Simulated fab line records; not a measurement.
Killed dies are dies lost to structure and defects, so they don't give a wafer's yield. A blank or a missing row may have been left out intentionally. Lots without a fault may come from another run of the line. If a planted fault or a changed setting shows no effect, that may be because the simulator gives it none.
fab line records	flow nandHarc
record: lots: 10	wafers: 30	lastDay: 32
route steps=1302 shown A_BLC@1121 A_M0@1144 END@1302
lots with no fault: from the same line, run without faults
startH: the number of hours between the record's first day and the start of the first shown wafer of the lot	waitH: hours from the lot's prior step to this one	" unchanged from the row above	L1.1+2: one row covering several wafers at once	- no value, or no start was given	* or withheld: withheld	< > ~ a bound
route shown NAME@n: NAME is a module with steps in the file, n the number in the route of the first one	usual: mean/standard deviation of fault-free wafers	same: alike in all rows	chamber/n: place in a boat	sites: each site's reading	_std_site: their standard deviation	_edge_site: outer sites' mean less inner sites'	radiusMm: for every site, how far away it sits from the centre of the wafer	mask NAME#n: copy n	behind: the most recent tool/chamber to have shaped the wafer	hold: why the lot was held/for how many hours/how that ended	device: the n, p or np transistor that did not switch	end of line: the route-end tests of the same wafers	a step with no rows: only its recipe	killed: count of dies lost to structure and defects at first sort (not the wafer's yield)	map: per-die view of a wafer (x killed, . not killed, _ where there is no die)
set.NAME: the run value of the setting; set.NAME@STEP: its run value at that earlier step	model.NAME: the simulator's own value behind a step, which no gauge read
the route's steps for a sample of lots (tables are steps, rows are wafers)
services: when a tool's chamber went out of use (startH, in hours from the record's first day, below 0 if earlier), for how many hours, and the reason
== steps ==
step: NHARC_A_BLC_ETCH_16
recipe: targetDepthA: 390	overEtchFrac: 0.3	timeS: 65	ionEnergyEv: 80	cf4FlowSccm: 150	arFlowSccm: 0	rfW: 300	biasW: 100	chemistry: CF4
usual: cf4FlowSccm: 150.0/0.5	drypumpMotorCurrentA: 5.87/0.24	oesProductAu: 1.007/0.01	rfFwdPowerW: 297.0/1.2	rfVppV: 150.6/0.99	showerheadPlenumPTorr: 1.72/0.033	throttleValvePct: 13.284/0.0086
lot.wafer	tool	chamber	startH	waitH	cf4FlowSccm	drypumpMotorCurrentA	oesProductAu	rfFwdPowerW	rfHoursCounterH	rfVppV	showerheadPlenumPTorr	throttleValvePct
L402.2	rieDiel-07	1	537.66	0.1	150.0	5.93	0.989	296.4	3	151.1	1.72	13.281
L402.4	"	3	"	"	150.1	6.13	0.992	295.6	3	151.2	1.77	13.280
L402.1	"	0	"	"	150.8	5.33	1.007	298.0	3	148.8	1.65	13.290
L404.3	rieDiel-07	0	570.25	0.1	150.0	5.33	0.997	298.8	6	150.3	1.65	13.284
L404.1	"	1	"	"	149.7	5.93	0.991	296.3	5	148.9	1.72	13.277
L404.5	"	2	"	"	150.1	6.30	1.008	298.7	-	150.9	1.75	13.278
L407.3	rieDiel-11	3	594.36	0.1	150.6	5.74	1.017	295.6	13	151.0	1.74	13.299
L407.4	"	0	"	"	150.1	6.05	1.008	297.2	13	149.9	1.69	13.277
L407.5	"	2	"	"	150.2	5.67	1.002	297.3	-	150.2	1.73	13.291
L403.3	rieDiel-11	0	595.64	0.1	149.5	6.04	1.003	298.3	13	148.5	1.69	13.295
L403.4	"	1	"	"	149.4	5.95	1.004	295.4	12	150.1	1.73	13.281
L403.2	"	2	"	"	150.8	5.62	1.001	296.7	12	150.2	1.73	13.297
L410.1	rieDiel-11	3	633.26	0.1	150.9	5.73	1.008	298.0	2	150.9	1.74	13.291
L410.2	"	0	"	"	150.6	6.05	1.007	299.1	2	149.2	1.69	13.289
L410.4	"	1	"	"	150.0	5.97	1.013	294.7	2	151.4	1.73	13.294
L413.1	rieDiel-11	2	648.16	0.1	149.9	5.63	0.992	297.1	1	151.3	1.73	13.279
L413.3	"	0	"	"	149.8	6.01	1.017	297.9	3	150.0	1.69	13.278
L413.5	"	3	"	"	150.1	5.69	1.004	295.2	-	151.1	1.73	13.268
L417.4	rieDiel-11	1	677.42	0.1	149.6	5.94	1.011	295.9	5	150.4	1.73	13.286
L417.2	"	3	"	"	150.8	5.76	1.008	298.1	5	150.3	1.73	13.273
L417.5	"	0	"	"	149.7	6.06	1.030	298.6	-	150.1	1.69	13.286
L416.2	rieDiel-11	3	696.39	0.1	150.2	5.74	1.006	296.4	6	150.9	1.73	13.276
L416.4	"	0	"	"	150.3	6.05	1.017	297.8	6	149.3	1.68	13.273
L416.5	"	3	"	"	149.9	5.76	1.007	295.7	-	150.6	1.73	13.278
L418.2	rieDiel-11	1	701.19	0.1	150.2	5.93	0.996	296.4	7	149.6	1.73	13.296
L418.6	"	3	"	"	149.3	5.76	1.021	296.7	-	151.8	1.73	13.281
L418.5	"	0	"	"	149.6	6.03	1.019	297.8	-	150.4	1.68	13.285
L419.6	rieDiel-07	1	719.18	0.1	150.5	5.88	1.009	296.5	-	150.4	1.71	13.280
L419.5	"	3	"	"	149.9	6.11	0.989	296.2	-	151.0	1.76	13.285
L419.4	"	0	"	"	150.7	5.32	0.994	298.3	-	150.7	1.65	13.280
step: NHARC_A_BLC_CMP_25
recipe: tOverpolishS: 30	targetThkNm: 150
usual: edgeZonePressureFrac: 0.999/0.0049	motorCurrentA: 12.1/1.4	overpolishRunS: 30.000/0.0087	slurryFlowMlMin: 150.1/0.48	timeToEndpointS: 31.0/2.7
lot.wafer	tool	chamber	startH	waitH	edgeZonePressureFrac	motorCurrentA	overpolishRunS	slurryFlowMlMin	timeToEndpointS
L402.1	cmp-02	1	540.15	0.4	0.996	10.6	29.996	150.3	31.9
L402.2	"	2	"	"	0.995	11.7	29.979	149.7	32.2
L402.4	"	3	"	"	0.995	10.6	29.989	150.2	28.1
L404.1	cmp-04	2	572.70	0.5	0.994	10.6	30.006	150.4	32.1
L404.3	"	0	"	"	0.995	10.8	30.003	149.3	34.3
L404.5	"	2	"	"	0.997	11.6	29.997	150.8	30.9
L407.3	cmp-02	2	596.83	0.3	0.995	11.2	30.003	149.6	30.8
L407.4	"	3	"	"	0.998	12.0	30.012	149.3	30.3
L407.5	"	2	"	"	0.996	11.8	30.010	149.9	29.9
L403.2	cmp-04	1	598.11	0.4	0.994	12.4	30.018	150.5	31.2
L403.3	"	2	"	"	0.998	12.3	30.005	149.3	31.2
L403.4	"	0	"	"	0.999	10.7	29.994	150.0	33.0
L410.4	cmp-03	2	635.72	0.3	0.995	14.2	29.988	150.3	29.8
L410.1	"	3	"	"	0.995	10.5	30.013	151.0	32.2
L410.2	"	0	"	"	0.998	13.7	29.989	150.9	32.9
L413.1	cmp-02	2	650.64	0.5	1.000	11.7	30.008	150.2	28.3
L413.3	"	1	"	"	0.992	10.6	29.986	150.2	29.4
L413.5	"	3	"	"	0.999	10.9	29.991	150.1	25.2
L417.4	cmp-03	1	679.95	0.4	0.987	14.0	29.992	149.7	33.4
L417.2	"	2	"	"	0.996	14.1	30.000	150.2	32.7
L417.5	"	3	"	"	0.993	10.8	30.002	149.5	34.1
L416.2	cmp-04	2	698.83	0.4	1.003	11.2	30.006	149.7	32.2
L416.4	"	3	"	"	1.002	13.5	29.992	150.2	32.5
L416.5	"	2	"	"	0.998	12.0	29.996	150.1	29.6
L418.2	cmp-04	3	703.69	0.5	0.993	13.0	30.003	150.5	32.1
L418.6	"	1	"	"	1.000	11.9	30.009	149.9	30.3
L418.5	"	2	"	"	0.999	11.6	29.996	150.0	28.5
L419.4	cmp-04	1	721.82	0.3	0.989	11.8	29.997	149.1	34.2
L419.5	"	1	"	"	1.001	11.4	29.988	150.1	32.8
L419.6	"	2	"	"	0.996	11.6	29.997	150.5	34.0
step: NHARC_A_M0_EXPOSE_06
recipe: na: 1.35	targetCdNm: 80	doseMj: 83.25	maskId: A_M0
usual: exposureDoseMJCm2: 83.25/0.083
lot.wafer	tool	chamber	startH	waitH	mask	exposureDoseMJCm2
L402.1	arfiScanner-03	0	541.29	-	A_M0#0	83.18
L402.2	"	0	"	"	A_M0#0	83.32
L402.4	"	0	"	"	A_M0#0	83.40
L404.1	arfiScanner-02	0	573.87	-	A_M0#0	83.04
L404.3	"	0	"	"	A_M0#0	83.17
L404.5	"	0	"	"	A_M0#0	83.18
L407.3	arfiScanner-03	0	598.16	-	A_M0#0	83.24
L407.4	"	0	"	"	A_M0#0	83.33
L407.5	"	0	"	"	A_M0#0	83.30
L403.2	arfiScanner-02	0	599.27	-	A_M0#0	83.15
L403.3	"	0	"	"	A_M0#0	83.30
L403.4	"	0	"	"	A_M0#0	83.26
L410.1	arfiScanner-02	0	636.88	-	A_M0#0	89.62
L410.2	"	0	"	"	A_M0#0	89.65
L410.4	"	0	"	"	A_M0#0	89.57
L413.1	arfiScanner-02	0	651.68	-	A_M0#0	88.20
L413.3	"	0	"	"	A_M0#0	88.09
L413.5	"	0	"	"	A_M0#0	88.20
L417.2	arfiScanner-03	0	681.08	-	A_M0#0	83.48
L417.4	"	0	"	"	A_M0#0	83.22
L417.5	"	0	"	"	A_M0#0	83.36
L416.2	arfiScanner-01	0	700.00	-	A_M0#0	83.29
L416.4	"	0	"	"	A_M0#0	83.29
L416.5	"	0	"	"	A_M0#0	83.19
L418.2	arfiScanner-01	0	704.68	-	A_M0#0	83.16
L418.5	"	0	"	"	A_M0#0	83.22
L418.6	"	0	"	"	A_M0#0	83.30
L419.4	arfiScanner-01	0	722.87	-	A_M0#0	83.17
L419.5	"	0	"	"	A_M0#0	83.19
L419.6	"	0	"	"	A_M0#0	83.17
step: NHARC_A_M0_CD_MEAS_09
recipe: targetCdNm: 80	landingEnergyEv: 500
usual: cdNm: 80.1/0.71
same: landingEnergyEv: 500
lot.wafer	tool	chamber	startH	waitH	cdNm
L402.1	cdSem-02	0	541.43	-	79.6
L402.2	"	0	"	"	80.2
L402.4	"	0	"	"	79.3
L404.1	cdSem-03	0	574.01	-	80.5
L404.3	"	0	"	"	79.4
L404.5	"	0	"	"	78.6
L407.3	cdSem-01	0	598.30	-	79.8
L407.4	"	0	"	"	79.7
L407.5	"	0	"	"	80.6
L403.2	cdSem-03	0	599.41	-	78.8
L403.3	"	0	"	"	80.2
L403.4	"	0	"	"	79.6
L410.1	cdSem-01	0	637.02	-	85.3
L410.2	"	0	"	"	85.7
L410.4	"	0	"	"	85.7
L413.1	cdSem-01	0	651.82	-	82.9
L413.3	"	0	"	"	84.3
L413.5	"	0	"	"	84.1
L417.2	cdSem-01	0	681.21	-	80.1
L417.4	"	0	"	"	80.7
L417.5	"	0	"	"	80.8
L416.2	cdSem-03	0	700.14	-	80.0
L416.4	"	0	"	"	80.2
L416.5	"	0	"	"	80.2
L418.2	cdSem-03	0	704.82	-	79.6
L418.5	"	0	"	"	79.3
L418.6	"	0	"	"	79.5
L419.4	cdSem-01	0	723.01	-	79.6
L419.5	"	0	"	"	79.1
L419.6	"	0	"	"	80.1
step: NHARC_A_M0_DESCUM_14
recipe: timeS: 3	o2FlowSccm: 200	arFlowSccm: 0	biasPowerW: 0	chemistry: O2
usual: drypumpMotorCurrentA: 5.7/0.64	oesProductAu: 0.998/0.011	rfVppV: 57.7/0.85	showerheadPlenumPTorr: 1.90/0.075	throttleValvePct: 11.311/0.0087
lot.wafer	tool	chamber	startH	waitH	drypumpMotorCurrentA	oesProductAu	rfHoursCounterH	rfVppV	showerheadPlenumPTorr	throttleValvePct
L402.1	rieDiel-10	3	541.61	0.1	6.3	0.992	6.6	58.5	1.79	11.314
L402.4	"	1	"	"	5.2	0.999	5.8	57.5	1.94	11.307
L402.2	"	2	"	"	6.4	0.989	6.1	58.6	1.90	11.320
L404.3	rieDiel-13	0	574.19	0.1	5.0	1.004	2.1	58.3	2.02	11.317
L404.1	"	2	"	"	5.9	0.985	2.1	57.4	1.91	11.309
L404.5	"	0	"	"	5.0	1.006	-	59.3	2.02	11.293
L407.3	rieDiel-13	3	598.48	0.1	6.7	0.995	3.3	59.3	1.98	11.302
L407.5	"	1	"	"	4.7	0.983	-	57.1	1.83	11.315
L407.4	"	2	"	"	5.8	0.986	-	57.3	1.91	11.317
L403.2	rieDiel-06	1	599.59	0.1	5.0	1.004	5.5	58.1	1.96	11.309
L403.3	"	0	"	"	5.9	0.989	6.8	57.4	1.95	11.309
L403.4	"	0	"	"	5.9	0.993	-	56.9	1.95	11.319
L410.1	rieDiel-13	2	637.21	0.1	5.9	0.993	5.8	57.4	1.91	11.324
L410.4	"	3	"	"	6.7	0.994	5.7	58.5	1.97	11.321
L410.2	"	0	"	"	5.0	1.009	4.7	58.6	2.02	11.311
L413.1	rieDiel-06	1	652.00	0.1	5.1	1.002	9.1	57.0	1.96	11.311
L413.3	"	3	"	"	6.2	1.009	11.2	58.1	1.96	11.303
L413.5	"	1	"	"	5.0	0.994	-	59.2	1.96	11.309
L417.4	rieDiel-13	2	681.40	0.1	5.8	1.001	8.6	57.4	1.91	11.315
L417.2	"	1	"	"	4.7	0.984	8.9	57.5	1.82	11.305
L417.5	"	2	"	"	5.9	0.995	-	56.6	1.91	11.312
L416.4	rieDiel-06	1	700.33	0.1	5.1	0.994	2.5	58.1	1.96	11.317
L416.2	"	2	"	"	5.2	0.998	1.9	57.7	1.77	11.305
L416.5	"	1	"	"	5.1	0.988	-	57.1	1.96	11.306
L418.2	rieDiel-10	2	705.00	0.1	6.4	1.003	4.5	57.8	1.89	11.314
L418.5	"	2	"	"	6.4	0.996	-	57.7	1.89	11.318
L418.6	"	3	"	"	6.4	1.003	-	57.0	1.79	11.301
L419.4	rieDiel-06	2	723.21	0.1	5.2	1.001	2.8	55.2	1.77	11.311
L419.5	"	0	"	"	5.8	0.995	-	58.6	1.94	11.330
L419.6	"	1	"	"	5.1	0.988	-	58.1	1.96	11.313
step: NHARC_A_M0_CD_MEAS_16
usual: cdNm: 79.9/0.91
lot.wafer	tool	chamber	startH	waitH	cdNm
L402.1	cdSem-03	-	541.91	-	78.8
L402.2	"	-	"	"	79.9
L402.4	"	-	"	"	79.9
L404.1	cdSem-03	-	574.49	-	80.1
L404.3	"	-	"	"	79.2
L404.5	"	-	"	"	78.5
L407.3	cdSem-01	-	598.83	-	80.1
L407.4	"	-	"	"	80.0
L407.5	"	-	"	"	80.4
L403.2	cdSem-03	-	599.94	-	77.3
L403.3	"	-	"	"	79.7
L403.4	"	-	"	"	78.9
L410.1	cdSem-02	-	637.50	-	85.7
L410.2	"	-	"	"	86.4
L410.4	"	-	"	"	86.2
L413.1	cdSem-01	-	652.30	-	82.6
L413.3	"	-	"	"	83.1
L413.5	"	-	"	"	82.7
L417.2	cdSem-01	-	681.70	-	79.9
L417.4	"	-	"	"	81.2
L417.5	"	-	"	"	81.2
L416.2	cdSem-03	-	700.62	-	79.0
L416.4	"	-	"	"	79.0
L416.5	"	-	"	"	79.5
L418.2	cdSem-03	-	705.30	-	79.3
L418.5	"	-	"	"	78.5
L418.6	"	-	"	"	80.4
L419.4	cdSem-03	-	723.50	-	80.0
L419.5	"	-	"	"	79.3
L419.6	"	-	"	"	79.5
step: NHARC_END_SORT_01
recipe: tempC: 25
usual: defectLimitedYield: 91/3	killedAtArray: 56/21	killedAtOther: 0.8/1	killedAtPeriphery: 3.6/2.8	killedDies: 60/20	killedOpen: 3.2/1.9	killedShort: 2.4/1.6
same: grossDies: 677
lot.wafer	tool	chamber	startH	waitH	defectLimitedYield[%]	killedAtArray	killedAtOther	killedAtPeriphery	killedDies	killedOpen	killedShort
L402.1	prober-01	0	582.20	2.5	88	77	0	5	82	0	0
L402.2	prober-01	0	583.00	2.8	90	60	1	4	65	1	2
L402.4	prober-01	0	584.58	3.4	88	74	0	9	83	1	4
L404.1	prober-01	0	615.52	2.5	88	80	0	2	82	4	1
L404.3	prober-01	0	617.10	3.1	86	92	1	0	93	4	3
L404.5	prober-01	0	618.68	3.7	86	97	0	0	97	4	4
L403.2	prober-02	0	640.21	2.8	94	38	0	1	39	3	2
L403.3	prober-02	0	641.01	3.1	92	47	0	6	53	8	2
L403.4	prober-02	0	641.81	3.4	94	34	3	1	38	0	2
L407.3	prober-01	0	640.90	3.1	93	40	5	2	47	4	1
L407.4	prober-01	0	641.68	3.4	94	36	3	0	39	2	2
L407.5	prober-01	0	642.47	3.6	93	47	0	3	50	4	4
L410.1	prober-01	0	678.75	2.5	89	66	0	8	74	7	5
L410.2	prober-01	0	679.54	2.8	83	107	0	5	112	3	2
L410.4	prober-01	0	681.13	3.4	86	89	1	3	93	3	2
L413.1	prober-01	0	696.65	2.5	88	78	0	2	80	2	1
L413.3	prober-01	0	698.27	3.1	86	93	0	3	96	7	5
L413.5	prober-01	0	699.89	3.7	90	65	2	1	68	4	3
L417.2	prober-01	0	725.84	2.8	93	44	0	1	45	2	3
L417.4	prober-01	0	727.43	3.4	92	49	1	2	52	5	1
L417.5	prober-01	0	728.23	3.7	93	44	0	6	50	3	5
L416.2	prober-02	0	741.37	2.8	89	69	1	4	74	5	3
L416.4	prober-02	0	742.96	3.4	87	82	0	8	90	2	2
L416.5	prober-02	0	743.75	3.7	89	67	0	9	76	4	2
L418.2	prober-01	0	741.43	2.8	95	33	0	2	35	2	3
L418.5	prober-01	0	743.83	3.7	95	28	0	7	35	5	1
L418.6	prober-01	0	744.63	4.0	96	23	0	7	30	3	2
L419.4	prober-01	0	764.54	3.4	95	35	0	0	35	2	2
L419.5	prober-01	0	765.35	3.7	93	46	0	1	47	4	1
L419.6	prober-01	0	766.16	4.0	95	31	0	3	34	3	1
killed by level:class
L402.1 A_CHANNEL_HOLE_D2:chamberFilmFlake=27 A_CHANNEL_HOLE_D1:chamberFilmFlake=25 A_SLIT:chamberFilmFlake=21 P_M2:chamberFilmFlake=4 A_CONTACT:chamberFilmFlake=4 P_GATE:chamberFilmFlake=1
L402.2 A_CHANNEL_HOLE_D2:chamberFilmFlake=25 A_CHANNEL_HOLE_D1:chamberFilmFlake=16 A_SLIT:chamberFilmFlake=10 A_CONTACT:chamberFilmFlake=3 A_STAIRCASE:chamberFilmFlake=2 A_CHANNEL_FILL_D1:geometricParticle:short=1 A_CHANNEL_FILL_D2:geometricParticle:open=1 A_M0:geometricParticle:short=1
L402.4 A_CHANNEL_HOLE_D1:chamberFilmFlake=30 A_CHANNEL_HOLE_D2:chamberFilmFlake=27 A_SLIT:chamberFilmFlake=11 P_M2:chamberFilmFlake=4 A_CHANNEL_FILL_D1:geometricParticle:short=2 P_STI:chamberFilmFlake=2 P_GATE:geometricParticle:open=1 A_STAIRCASE:geometricParticle:short=1
L404.1 A_CHANNEL_HOLE_D1:chamberFilmFlake=26 A_CHANNEL_HOLE_D2:chamberFilmFlake=22 A_SLIT:chamberFilmFlake=18 A_CONTACT:chamberFilmFlake=7 P_CONTACT:geometricParticle:open=1 A_ONON_D1:geometricParticle:open=1 A_WL_FILL:geometricParticle:open=1 A_CONTACT:geometricParticle:open=1
L404.3 A_CHANNEL_HOLE_D2:chamberFilmFlake=27 A_CHANNEL_HOLE_D1:chamberFilmFlake=26 A_SLIT:chamberFilmFlake=20 A_CONTACT:chamberFilmFlake=10 A_WL_FILL:geometricParticle:short=2 A_WL_FILL:chamberFilmFlake=2 A_SOURCE_PLATE:geometricParticle:open=1 A_DECK1_JOINT:geometricParticle:short=1
L404.5 A_CHANNEL_HOLE_D1:chamberFilmFlake=32 A_CHANNEL_HOLE_D2:chamberFilmFlake=31 A_SLIT:chamberFilmFlake=15 A_CONTACT:chamberFilmFlake=7 A_WL_FILL:chamberFilmFlake=3 A_CHANNEL_FILL_D1:geometricParticle:open=2 A_SOURCE_PLATE:geometricParticle:open=1 A_DECK1_JOINT:geometricParticle:open=1
L403.2 A_SLIT:chamberFilmFlake=17 A_CHANNEL_HOLE_D2:chamberFilmFlake=11 A_CONTACT:chamberFilmFlake=3 A_CHANNEL_FILL_D1:geometricParticle:short=1 A_DECK1_JOINT:geometricParticle:open=1 A_ONON_D2:geometricParticle:open=1 A_CHANNEL_FILL_D2:geometricParticle:open=1 A_WL_FILL:geometricParticle:short=1
L407.3 A_SLIT:chamberFilmFlake=21 A_CHANNEL_HOLE_D2:chamberFilmFlake=6 A_CHANNEL_HOLE_D1:chamberFilmFlake=4 THIN_TSV:chamberFilmFlake=4 A_STAIRCASE:chamberFilmFlake=2 A_WL_FILL:chamberFilmFlake=2 P_CONTACT:geometricParticle:open=1 P_M0:geometricParticle:open=1
L403.3 A_SLIT:chamberFilmFlake=25 A_CHANNEL_HOLE_D2:chamberFilmFlake=7 A_CHANNEL_HOLE_D1:chamberFilmFlake=6 P_GATE:geometricParticle:open=2 A_M0:geometricParticle:open=2 P_ZERO_WELL:chamberFilmFlake=2 A_CONTACT:chamberFilmFlake=2 P_M1:geometricParticle:open=1
L407.4 A_SLIT:chamberFilmFlake=15 A_CHANNEL_HOLE_D2:chamberFilmFlake=10 A_CONTACT:chamberFilmFlake=3 THIN_TSV:chamberFilmFlake=3 A_M0:geometricParticle:open=2 A_ONON_D1:geometricParticle:short=1 A_ONON_D2:geometricParticle:short=1 A_ZERO_WELL:chamberFilmFlake=1
L403.4 A_SLIT:chamberFilmFlake=14 A_CHANNEL_HOLE_D2:chamberFilmFlake=8 A_CHANNEL_HOLE_D1:chamberFilmFlake=4 A_CONTACT:chamberFilmFlake=3 THIN_TSV:chamberFilmFlake=3 A_CHANNEL_FILL_D2:geometricParticle:short=1 A_WL_FILL:geometricParticle:short=1 P_ZERO_WELL:chamberFilmFlake=1
L407.5 A_SLIT:chamberFilmFlake=26 A_CHANNEL_HOLE_D2:chamberFilmFlake=9 A_STAIRCASE:chamberFilmFlake=3 A_DECK1_JOINT:geometricParticle:open=2 A_CHANNEL_HOLE_D1:chamberFilmFlake=2 P_CONTACT:geometricParticle:open=1 P_CONTACT:geometricParticle:short=1 P_M1:geometricParticle:short=1
L410.1 A_CHANNEL_HOLE_D1:chamberFilmFlake=20 A_SLIT:chamberFilmFlake=20 P_BONDPAD:chamberFilmFlake=4 A_CHANNEL_FILL_D1:chamberFilmFlake=4 A_CHANNEL_HOLE_D2:chamberFilmFlake=4 P_CONTACT:geometricParticle:open=2 A_ONON_D1:geometricParticle:open=2 A_STAIRCASE:chamberFilmFlake=2
L410.2 A_CHANNEL_HOLE_D1:chamberFilmFlake=38 A_SLIT:chamberFilmFlake=35 A_CONTACT:chamberFilmFlake=7 A_WL_FILL:chamberFilmFlake=6 A_CHANNEL_HOLE_D2:chamberFilmFlake=5 A_CHANNEL_FILL_D1:chamberFilmFlake=4 P_BONDPAD:chamberFilmFlake=3 A_CHANNEL_FILL_D2:chamberFilmFlake=3
L410.4 A_CHANNEL_HOLE_D1:chamberFilmFlake=35 A_SLIT:chamberFilmFlake=32 A_CHANNEL_HOLE_D2:chamberFilmFlake=5 A_STAIRCASE:chamberFilmFlake=5 P_BONDPAD:chamberFilmFlake=3 A_CHANNEL_FILL_D1:chamberFilmFlake=3 A_WL_FILL:geometricParticle:open=2 A_CONTACT:chamberFilmFlake=2
L413.1 A_CHANNEL_HOLE_D1:chamberFilmFlake=32 A_SLIT:chamberFilmFlake=30 A_CONTACT:chamberFilmFlake=6 A_CHANNEL_HOLE_D2:chamberFilmFlake=3 A_STAIRCASE:chamberFilmFlake=2 P_M0:geometricParticle:open=1 A_SGD_CUT:geometricParticle:short=1 A_M0:geometricParticle:open=1
L413.3 A_CHANNEL_HOLE_D1:chamberFilmFlake=35 A_SLIT:chamberFilmFlake=34 A_CONTACT:chamberFilmFlake=5 A_CHANNEL_HOLE_D2:chamberFilmFlake=3 A_STAIRCASE:chamberFilmFlake=2 A_WL_FILL:chamberFilmFlake=2 A_BONDPAD:chamberFilmFlake=2 P_GATE:geometricParticle:open=1
L413.5 A_CHANNEL_HOLE_D1:chamberFilmFlake=29 A_SLIT:chamberFilmFlake=17 A_STAIRCASE:chamberFilmFlake=5 A_CONTACT:chamberFilmFlake=4 A_CHANNEL_HOLE_D2:chamberFilmFlake=3 P_M2:geometricParticle:open=1 A_ONON_D1:geometricParticle:short=1 A_ONON_D1:geometricParticle:open=1
L417.2 A_SLIT:chamberFilmFlake=21 A_CHANNEL_HOLE_D1:chamberFilmFlake=14 P_M0:geometricParticle:short=1 A_CONTACT:chamberFilmFlake=1 A_DECK1_JOINT:geometricParticle:open=1 A_ONON_D2:geometricParticle:short=1 A_CONTACT:geometricParticle:open=1 A_M1:geometricParticle:short=1
L417.4 A_SLIT:chamberFilmFlake=30 A_CONTACT:chamberFilmFlake=8 A_CHANNEL_HOLE_D1:chamberFilmFlake=6 A_WL_FILL:geometricParticle:open=2 P_GATE:geometricParticle:open=1 P_CONTACT:geometricParticle:short=1 THIN_TSV:chamberFilmFlake=1 A_BLC:geometricParticle:open=1
L417.5 A_SLIT:chamberFilmFlake=23 A_CONTACT:chamberFilmFlake=8 A_CHANNEL_HOLE_D1:chamberFilmFlake=5 A_ONON_D2:geometricParticle:short=3 P_CONTACT:geometricParticle:open=2 P_GATE:chamberFilmFlake=2 A_SOURCE_PLATE:geometricParticle:open=1 A_CHANNEL_FILL_D1:geometricParticle:short=1
L416.2 A_CHANNEL_HOLE_D1:chamberFilmFlake=33 A_SLIT:chamberFilmFlake=20 A_CONTACT:chamberFilmFlake=4 P_GATE:chamberFilmFlake=3 A_STAIRCASE:chamberFilmFlake=3 A_CONTACT:geometricParticle:short=2 A_WL_FILL:chamberFilmFlake=2 P_CONTACT:geometricParticle:open=1
L418.2 A_CHANNEL_HOLE_D1:chamberFilmFlake=11 A_SLIT:chamberFilmFlake=5 A_CONTACT:chamberFilmFlake=5 A_DECK1_JOINT:chamberFilmFlake=2 A_STAIRCASE:chamberFilmFlake=2 A_WL_FILL:chamberFilmFlake=2 P_CONTACT:geometricParticle:short=1 A_ONON_D2:geometricParticle:short=1
L416.4 A_SLIT:chamberFilmFlake=32 A_CHANNEL_HOLE_D1:chamberFilmFlake=30 A_STAIRCASE:chamberFilmFlake=5 A_SGD_CUT:chamberFilmFlake=5 P_GATE:chamberFilmFlake=4 A_WL_FILL:chamberFilmFlake=4 A_CONTACT:chamberFilmFlake=4 P_M0:geometricParticle:open=2
L416.5 A_CHANNEL_HOLE_D1:chamberFilmFlake=33 A_SLIT:chamberFilmFlake=17 P_GATE:chamberFilmFlake=7 A_STAIRCASE:chamberFilmFlake=4 A_CONTACT:chamberFilmFlake=4 A_WL_FILL:chamberFilmFlake=3 P_CONTACT:geometricParticle:open=2 A_SOURCE_PLATE:geometricParticle:open=1
L418.5 A_CHANNEL_HOLE_D1:chamberFilmFlake=11 A_SLIT:chamberFilmFlake=6 P_M1:chamberFilmFlake=4 A_STAIRCASE:chamberFilmFlake=3 A_M0:chamberFilmFlake=2 P_GATE:geometricParticle:open=1 P_CONTACT:geometricParticle:short=1 P_M0:geometricParticle:open=1
L418.6 A_CONTACT:chamberFilmFlake=7 A_SLIT:chamberFilmFlake=6 A_CHANNEL_HOLE_D1:chamberFilmFlake=5 P_M1:chamberFilmFlake=4 P_STI:geometricParticle:short=1 P_STI:geometricParticle:open=1 P_M1:geometricParticle:open=1 A_ONON_D2:geometricParticle:short=1
L419.4 A_SLIT:chamberFilmFlake=23 A_CHANNEL_HOLE_D1:chamberFilmFlake=3 A_STAIRCASE:chamberFilmFlake=2 A_CONTACT:chamberFilmFlake=2 A_SOURCE_PLATE:geometricParticle:open=1 A_CHANNEL_FILL_D1:geometricParticle:short=1 A_ONON_D2:geometricParticle:short=1 A_CHANNEL_FILL_D2:geometricParticle:open=1
L419.5 A_SLIT:chamberFilmFlake=24 A_CHANNEL_HOLE_D1:chamberFilmFlake=8 A_CONTACT:chamberFilmFlake=5 A_STAIRCASE:chamberFilmFlake=2 A_ONON_D1:geometricParticle:open=1 A_ONON_D1:geometricParticle:short=1 A_CHANNEL_FILL_D1:geometricParticle:open=1 A_ONON_D2:geometricParticle:open=1
L419.6 A_SLIT:chamberFilmFlake=13 A_CHANNEL_HOLE_D1:chamberFilmFlake=7 A_STAIRCASE:chamberFilmFlake=4 A_CONTACT:chamberFilmFlake=3 P_M2:geometricParticle:open=1 A_CHANNEL_HOLE_D2:geometricParticle:open=1 A_CHANNEL_HOLE_D2:geometricParticle:short=1 A_BLC:geometricParticle:open=1
== services ==
tool	chamber	startH	hours	kind
rieDiel-13	3	514.46	7.4	repair
rieDiel-13	-	519.00	9.0	pm
cmp-02	-	526.65	4.0	pm
cmp-02	-	542.31	0.4	repair
rieDiel-06	1	563.24	3.4	repair
cmp-02	-	565.49	4.1	repair
arfiScanner-03	-	566.35	4.0	pm
rieDiel-06	0	578.65	3.5	repair
rieDiel-07	3	580.59	4.2	repair
arfiScanner-01	-	596.00	4.0	pm
rieDiel-06	3	597.77	2.8	repair
cmp-04	-	601.19	4.0	pm
rieDiel-11	-	609.50	9.0	pm
rieDiel-11	2	623.69	6.2	repair
cmp-02	-	624.69	4.0	pm
rieDiel-11	2	637.53	5.5	repair
rieDiel-07	-	648.20	9.0	pm
arfiScanner-02	-	656.00	4.0	pm
cmp-02	-	657.97	23.6	repair
rieDiel-07	3	660.31	8.3	repair
rieDiel-06	-	661.20	9.0	pm
rieDiel-13	-	696.00	9.0	pm
cmp-04	-	699.19	4.0	pm
arfiScanner-02	-	720.78	2.1	repair
== key ==
firstSign: step: NHARC_A_M0_EXPOSE_06	reading: exposureDoseMJCm2	direction: up	sigmas: 68	usual: 83.25	struck: 88.89
effect: step: NHARC_A_M0_CD_MEAS_09	reading: cdNm	direction: up	sigmas: 6.5	usual: 80.1	struck: 84.7	through: controlLoop
effect: step: NHARC_A_M0_CD_MEAS_16	reading: cdNm	direction: up	sigmas: 5	usual: 79.9	struck: 84.4	through: controlLoop
metAt NHARC_A_M0_EXPOSE_06
struckLots L410,L413
loopTrim: step: NHARC_A_M0_EXPOSE_06	setting: dose	lots: L413
notActingAt NHARC_A_BLC_ETCH_16,NHARC_A_BLC_CMP_25,NHARC_A_M0_DESCUM_14
onsetBetween 599.27 636.88
fault: kind: processParameterDrift	tool: arfiScanner-02	chamber: -	onsetH: 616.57	steps: NHARC_A_M0_EXPOSE_06	channel: doseMj	offset: 6.2763	shape: step	actsIn: theseRecipesOnly	stated: 83.25
loopTrim: a control loop set the setting to another value than it would have without faults
